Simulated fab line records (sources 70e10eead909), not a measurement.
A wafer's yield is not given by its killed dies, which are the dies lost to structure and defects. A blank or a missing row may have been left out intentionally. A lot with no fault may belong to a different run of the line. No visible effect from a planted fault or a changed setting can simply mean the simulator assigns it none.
Chamber matching -- flow nandHarc -- NHARC_A_STAIRCASE_TRIM_196 on rieDiel-04: 4 sister chambers
The step chemistry O2, time 211.2 s. 8 wafers are shown with their chamber, then 7 later ones without.

== WAFERS WITH THEIR CHAMBER ==
wafer,chamber,drypumpMotorCurrentA (A),showerheadPlenumPTorr (Torr)
L117.4,3,6.1,3.58
L119.1,2,5.1,3.35
L119.5,2,5.1,3.35
L119.6,3,6.2,3.57
L126.3,1,5.9,3.45
L126.5,0,5.6,3.39
L128.1,0,5.7,3.38
L128.2,1,5.9,3.45

== WAFERS WITH NO CHAMBER GIVEN ==
wafer,drypumpMotorCurrentA (A),showerheadPlenumPTorr (Torr)
L128.5,5.8,3.45
L135.2,5.1,3.32
L135.3,5.6,3.37
L135.6,6.2,3.55
L138.1,5.9,3.43
L138.5,5.1,3.32
L138.6,6.2,3.54

== CHAMBER TAKEN BY EACH ==
wafer,from the rows above,in truth
L128.5,1,1
L135.2,2,2
L135.3,0,0
L135.6,3,3
L138.1,1,1
L138.5,2,2
L138.6,3,3
Placed correctly: 7 of 7. Can't be placed from these rows: 0. 0 placed wrongly.
How it was worked out, from the rows above alone: a wafer's distance from a chamber is the root of the sum, over the readings, of the square of ((its reading less the chamber's mean) divided by the reading's scatter). The wafer belongs to the nearest chamber; if the next one is less than 2 further off, it can't be placed. A chamber's mean is the mean of its shown wafers. How the scatter is found: for the shown wafers, subtract from each reading the mean of its chamber, square and add these, divide the total by (wafers less chambers), then take the root.
